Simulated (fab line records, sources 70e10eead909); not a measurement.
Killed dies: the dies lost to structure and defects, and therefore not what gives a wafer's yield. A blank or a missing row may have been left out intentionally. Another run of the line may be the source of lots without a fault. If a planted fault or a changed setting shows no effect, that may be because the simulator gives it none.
fab line records | flow nand_harc
record lots=13 | wafers=39 | last_day=35
route steps=1302 shown P_ZERO_WELL@67 P_STI@80 END@1302
lots untouched by any fault: they come from a run of this same line in which no faults occurred
start_h: the number of hours between the record's first day and the start of the first shown wafer of the lot | wait_h: how many hours have passed since the lot's step before this one | " repeats the value in the row above | L1.1+2: a single row standing in for several wafers | - value missing, or start not given | * or withheld: withheld | < > ~ a bound
route shown NAME@n: NAME is a module with steps in the file, n the number in the route of the first one | usual: the fault-free wafers' mean and standard deviation | same: alike in all rows | chamber/n: place in a boat | sites: per-site readings | _std_site: the values' standard deviation | _edge_site: inner sites' mean taken away from outer sites' mean | radius_mm: for every site, how far away it sits from the centre of the wafer | mask NAME#n: copy n | behind: the tool/chamber that last shaped the wafer | hold: why the lot went on hold/how many hours it stayed there/how the hold came to an end | device: transistor that didn't switch, given as n, p or np | end of line: tests of these same wafers at the route's end | a step given without rows: its recipe and nothing more | killed: count of dies lost to structure and defects at first sort (not the wafer's yield) | map: the dies of a wafer, with x for killed, . for not killed, _ for no die there
set.NAME: the setting as run; set.NAME@STEP: as run at that earlier step | model.NAME: the simulator's own value behind a step, which no gauge read
one table for each step of the route and one row for each wafer, over a sample of lots
services: the hour from which a tool's chamber was out of use, counted from the record's first day as start_h (under 0 if before that day), plus the number of hours and why
## steps
# step NHARC_P_ZERO_WELL_RTA_42
# recipe temp_c=1100 | time_s=300
# usual lamp_power_pct=34.8/1.3 | wafer_temp_C_max=1107.1/1.3
lot.wafer | tool          | chamber | start_h | wait_h | lamp_power_pct | wafer_temp_C_max
L838.2    | rtp_anneal-01 | 0       | 47.21   | -      | 36.2           | 1106.9
L838.4    | "             | 0       | "       | "      | 36.2           | 1106.1
L838.5    | "             | 0       | "       | "      | 36.1           | 1105.5
L839.1    | rtp_anneal-02 | 0       | 56.93   | -      | 33.6           | 1107.0
L839.2    | "             | 0       | "       | "      | 33.5           | 1106.1
L839.3    | "             | 0       | "       | "      | 33.5           | 1105.5
L841.2    | rtp_anneal-02 | 0       | 78.10   | -      | 33.4           | 1106.8
L841.4    | "             | 0       | "       | "      | 33.4           | 1107.2
L841.5    | "             | 0       | "       | "      | 33.5           | 1107.2
L842.1    | rtp_anneal-01 | 0       | 86.90   | -      | 36.2           | 1105.7
L842.2    | "             | 0       | "       | "      | 36.2           | 1107.9
L842.5    | "             | 0       | "       | "      | 36.2           | 1107.3
L843.1    | rtp_anneal-01 | 0       | 96.92   | -      | 36.2           | 1106.2
L843.4    | "             | 0       | "       | "      | 36.1           | 1108.3
L843.5    | "             | 0       | "       | "      | 36.3           | 1107.2
L844.1    | rtp_anneal-01 | 0       | 109.20  | -      | 36.2           | 1107.4
L844.2    | "             | 0       | "       | "      | 36.1           | 1106.0
L844.6    | "             | 0       | "       | "      | 36.1           | 1105.9
L846.2    | rtp_anneal-02 | 0       | 129.10  | -      | 33.5           | 1109.3
L846.4    | "             | 0       | "       | "      | 33.6           | 1107.7
L846.6    | "             | 0       | "       | "      | 33.5           | 1107.8
L853.1    | rtp_anneal-01 | 0       | 196.82  | -      | 36.2           | 1105.0
L853.4    | "             | 0       | "       | "      | 36.1           | 1107.5
L853.5    | "             | 0       | "       | "      | 36.2           | 1108.1
L854.1    | rtp_anneal-02 | 0       | 208.88  | -      | 33.5           | 1106.3
L854.3    | "             | 0       | "       | "      | 33.5           | 1112.1
L854.5    | "             | 0       | "       | "      | 33.5           | 1106.3
L856.2    | rtp_anneal-02 | 0       | 226.96  | -      | 33.5           | 1106.3
L856.4    | "             | 0       | "       | "      | 33.5           | 1106.8
L856.5    | "             | 0       | "       | "      | 33.5           | 1108.3
L857.3    | rtp_anneal-02 | 0       | 237.33  | -      | 33.6           | 1108.9
L857.5    | "             | 0       | "       | "      | 33.5           | 1107.5
L857.6    | "             | 0       | "       | "      | 33.5           | 1107.0
L858.2    | rtp_anneal-01 | 0       | 246.98  | -      | 36.1           | 1104.7
L858.3    | "             | 0       | "       | "      | 36.1           | 1106.1
L858.5    | "             | 0       | "       | "      | 36.2           | 1106.5
L859.2    | rtp_anneal-02 | 0       | 259.36  | -      | 33.5           | 1107.4
L859.3    | "             | 0       | "       | "      | 33.5           | 1107.6
L859.4    | "             | 0       | "       | "      | 33.5           | 1106.9
# step NHARC_P_ZERO_WELL_INSPECT_43
# usual raw_defect_count=12/5.6
lot.wafer | tool              | chamber | start_h | wait_h | raw_defect_count
L838.2    | defect_inspect-02 | -       | 47.78   | 0.5    | 9
L838.4    | "                 | -       | "       | "      | 7
L838.5    | "                 | -       | "       | "      | 11
L839.1    | defect_inspect-02 | -       | 57.63   | 0.6    | 15
L839.2    | "                 | -       | "       | "      | 13
L839.3    | "                 | -       | "       | "      | 11
L841.2    | defect_inspect-01 | -       | 78.67   | 0.5    | 11
L841.4    | "                 | -       | "       | "      | 10
L841.5    | "                 | -       | "       | "      | 10
L842.1    | defect_inspect-02 | -       | 87.58   | 0.6    | 17
L842.2    | "                 | -       | "       | "      | 10
L842.5    | "                 | -       | "       | "      | 11
L843.1    | defect_inspect-01 | -       | 97.60   | 0.6    | 7
L843.4    | "                 | -       | "       | "      | 17
L843.5    | "                 | -       | "       | "      | 23
L844.1    | defect_inspect-01 | -       | 109.88  | 0.6    | 9
L844.2    | "                 | -       | "       | "      | 11
L844.6    | "                 | -       | "       | "      | 7
L846.2    | defect_inspect-01 | -       | 129.67  | 0.5    | 15
L846.4    | "                 | -       | "       | "      | 3
L846.6    | "                 | -       | "       | "      | 7
L853.1    | defect_inspect-01 | -       | 197.49  | 0.6    | 14
L853.4    | "                 | -       | "       | "      | 17
L853.5    | "                 | -       | "       | "      | 15
L854.1    | defect_inspect-02 | -       | 209.57  | 0.6    | 8
L854.3    | "                 | -       | "       | "      | 7
L854.5    | "                 | -       | "       | "      | 9
L856.2    | defect_inspect-02 | -       | 227.53  | 0.5    | 2
L856.4    | "                 | -       | "       | "      | 12
L856.5    | "                 | -       | "       | "      | 11
L857.3    | defect_inspect-01 | -       | 237.79  | 0.4    | 18
L857.5    | "                 | -       | "       | "      | 12
L857.6    | "                 | -       | "       | "      | 16
L858.2    | defect_inspect-01 | -       | 247.55  | 0.5    | 28
L858.3    | "                 | -       | "       | "      | 22
L858.5    | "                 | -       | "       | "      | 11
L859.2    | defect_inspect-02 | -       | 259.93  | 0.5    | 9
L859.3    | "                 | -       | "       | "      | 9
L859.4    | "                 | -       | "       | "      | 16
# step NHARC_P_STI_EXPOSE_06
# recipe na=0.55 | target_cd_nm=200 | dose_mj=37.69 | mask_id=P_STI
lot.wafer  | tool           | chamber | start_h | wait_h | mask
L838.2+4+5 | krf_scanner-04 | 0       | 62.25   | -      | P_STI#0
L839.1+2+3 | krf_scanner-01 | 0       | 74.50   | -      | P_STI#0
L841.2+4+5 | krf_scanner-04 | 0       | 95.05   | -      | P_STI#0
L842.1+2+5 | krf_scanner-01 | 0       | 103.29  | -      | P_STI#0
L843.1+4+5 | krf_scanner-01 | 0       | 111.85  | -      | P_STI#0
L844.1+2+6 | krf_scanner-02 | 0       | 124.46  | -      | P_STI_R1#0
L846.2+4+6 | krf_scanner-04 | 0       | 144.20  | -      | P_STI#0
L853.1+4+5 | krf_scanner-02 | 0       | 212.01  | -      | P_STI#0
L854.1+3+5 | krf_scanner-01 | 0       | 227.35  | -      | P_STI#0
L856.2+4+5 | krf_scanner-04 | 0       | 244.24  | -      | P_STI#0
L857.3+5+6 | krf_scanner-04 | 0       | 254.36  | -      | P_STI#0
L858.2+3+5 | krf_scanner-04 | 0       | 264.09  | -      | P_STI#0
L859.2+3+4 | krf_scanner-02 | 0       | 277.98  | -      | P_STI#0
# step NHARC_P_STI_CMP_21
# recipe t_overpolish_s=20 | target_thk_nm=380.67
# usual motor_current_A=12.2/1.3 | overpolish_run_s=20.001/0.0083
lot.wafer | tool   | chamber | start_h | wait_h | motor_current_A | overpolish_run_s
L838.4    | cmp-03 | 3       | 80.83   | 0.4    | 13.3            | 19.995
L838.2    | "      | 1       | "       | "      | 11.0            | 20.001
L838.5    | "      | 2       | "       | "      | 9.4             | 20.007
L839.2    | cmp-04 | 2       | 93.50   | 0.4    | 13.9            | 20.000
L839.3    | "      | 0       | "       | "      | 11.8            | 20.002
L839.1    | "      | 1       | "       | "      | 14.2            | 20.002
L841.4    | cmp-03 | 3       | 115.42  | 0.4    | 12.3            | 20.010
L841.2    | "      | 1       | "       | "      | 11.3            | 19.995
L841.5    | "      | 3       | "       | "      | 12.6            | 20.000
L842.2    | cmp-03 | 1       | 122.32  | 0.4    | 11.3            | 19.987
L842.1    | "      | 2       | "       | "      | 9.7             | 19.983
L842.5    | "      | 1       | "       | "      | 11.1            | 19.993
L843.4    | cmp-02 | 2       | 129.72  | 0.4    | 11.7            | 19.999
L843.1    | "      | 3       | "       | "      | 12.5            | 19.999
L843.5    | "      | 1       | "       | "      | 11.0            | 19.998
L844.2    | cmp-02 | 2       | 146.06  | 0.4    | 11.7            | 20.008
L844.1    | "      | 3       | "       | "      | 13.2            | 20.004
L844.6    | "      | 2       | "       | "      | 11.3            | 19.997
L846.2    | cmp-02 | 1       | 162.66  | 0.4    | 11.4            | 19.997
L846.4    | "      | 2       | "       | "      | 11.3            | 20.003
L846.6    | "      | 3       | "       | "      | 13.6            | 19.995
L853.4    | cmp-04 | 2       | 233.42  | 0.4    | 14.2            | 20.006
L853.1    | "      | 1       | "       | "      | 14.5            | 19.995
L853.5    | "      | 3       | "       | "      | 12.0            | 20.003
L854.1    | cmp-03 | 1       | 249.86  | 0.4    | 10.6            | 20.003
L854.3    | "      | 2       | "       | "      | 10.3            | 19.998
L854.5    | "      | 1       | "       | "      | 10.7            | 20.010
L856.4    | cmp-02 | 1       | 263.45  | 0.4    | 11.0            | 19.982
L856.2    | "      | 3       | "       | "      | 12.8            | 19.990
L856.5    | "      | 2       | "       | "      | 11.8            | 20.005
L857.3    | cmp-02 | 3       | 279.31  | 0.4    | 14.0            | 19.996
L857.6    | "      | 3       | "       | "      | 13.4            | 19.998
L857.5    | "      | 0       | "       | "      | 12.9            | 20.004
L858.3    | cmp-02 | 3       | 282.92  | 0.4    | 12.2            | 20.009
L858.2    | "      | 1       | "       | "      | 11.6            | 19.992
L858.5    | "      | 3       | "       | "      | 13.4            | 19.993
L859.4    | cmp-03 | 1       | 296.34  | 0.4    | 10.9            | 19.998
L859.3    | "      | 2       | "       | "      | 9.5             | 20.005
L859.2    | "      | 0       | "       | "      | 10.6            | 20.014
# step NHARC_END_SORT_01
# recipe temp_c=25
# usual killed_at_array=62/22 | killed_at_other=1.0/1.4 | killed_at_periphery=4.2/2.8 | killed_dies=67/23 | killed_open=3.1/1.7 | killed_short=2.1/1.5
# same gross_dies=677
lot.wafer | tool      | chamber | start_h | wait_h | killed_at_array | killed_at_other | killed_at_periphery | killed_dies | killed_open | killed_short
L853.1    | prober-01 | 0       | 731.63  | 2.5    | 33              | 0               | 2                   | 35          | 3           | 2
L853.4    | prober-01 | 0       | 734.02  | 3.4    | 32              | 0               | 1                   | 33          | 5           | 0
L853.5    | prober-01 | 0       | 734.81  | 3.7    | 34              | 0               | 1                   | 35          | 4           | 2
# killed by level:class
L853.1 A_CHANNEL_HOLE_D1:chamber_film_flake=12 A_SLIT:chamber_film_flake=5 A_CONTACT:chamber_film_flake=3 P_ZERO_WELL:chamber_film_flake=2 A_DECK1_JOINT:chamber_film_flake=2 A_CHANNEL_FILL_D2:chamber_film_flake=2 A_STAIRCASE:chamber_film_flake=2 A_ONON_D1:geometric_particle:open=1
L853.4 A_CHANNEL_HOLE_D1:chamber_film_flake=12 A_SLIT:chamber_film_flake=6 A_STAIRCASE:chamber_film_flake=3 A_CONTACT:chamber_film_flake=3 A_M0:geometric_particle:open=2 A_CHANNEL_HOLE_D1:geometric_particle:open=1 A_SLIT:geometric_particle:open=1 A_CONTACT:geometric_particle:open=1
L853.5 A_CHANNEL_HOLE_D1:chamber_film_flake=12 A_SLIT:chamber_film_flake=5 A_ZERO_WELL:chamber_film_flake=2 A_CHANNEL_FILL_D1:chamber_film_flake=2 A_DECK1_JOINT:chamber_film_flake=2 A_STAIRCASE:chamber_film_flake=2 A_CONTACT:chamber_film_flake=2 A_SOURCE_PLATE:geometric_particle:open=1
## services
tool           | chamber | start_h | hours | kind
krf_scanner-02 | -       | 28.74   | 0.7   | repair
cmp-02         | -       | 36.65   | 4.0   | pm
krf_scanner-02 | -       | 37.89   | 1.8   | repair
cmp-02         | -       | 43.47   | 1.0   | repair
cmp-04         | -       | 57.30   | 0.8   | repair
cmp-03         | -       | 64.00   | 4.0   | pm
cmp-02         | -       | 80.43   | 1.0   | repair
krf_scanner-02 | -       | 94.00   | 4.0   | pm
cmp-04         | -       | 113.07  | 4.0   | pm
cmp-02         | -       | 128.37  | 0.8   | repair
cmp-02         | -       | 134.65  | 4.0   | pm
krf_scanner-01 | -       | 140.00  | 4.0   | pm
cmp-03         | -       | 157.36  | 1.6   | repair
cmp-03         | -       | 162.00  | 4.0   | pm
cmp-02         | -       | 174.44  | 1.0   | repair
cmp-03         | -       | 181.31  | 0.5   | repair
krf_scanner-04 | -       | 182.00  | 4.0   | pm
krf_scanner-02 | -       | 185.63  | 1.2   | repair
krf_scanner-02 | -       | 216.34  | 0.6   | repair
cmp-02         | -       | 220.00  | 3.3   | repair
cmp-02         | -       | 232.65  | 4.0   | pm
cmp-03         | -       | 260.00  | 4.0   | pm
krf_scanner-02 | -       | 266.00  | 4.0   | pm
krf_scanner-01 | -       | 266.91  | 0.5   | repair
## key
first_sign step=NHARC_P_STI_EXPOSE_06 | reading=mask | direction=changed
effect none on later readings
met_at NHARC_P_STI_EXPOSE_06
struck_lots L844
tester_left_out L844
not_acting_at NHARC_P_ZERO_WELL_RTA_42,NHARC_P_ZERO_WELL_INSPECT_43,NHARC_P_STI_CMP_21
fault kind=wrong_mask | tool=any | chamber=- | onset_h=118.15 | steps=NHARC_P_STI_EXPOSE_06 | aux_copy=P_STI_R1#0 | cd_offset_nm=4.5892 | scope=struck_lots_only
# tester_left_out: of these lots the tester's yield and bins aren't shown, on N5 and GAA mostly nor the transistor test; their killed dies are dies lost to structure and defects alone, not to doping, threshold or leakage, so they don't give the yield
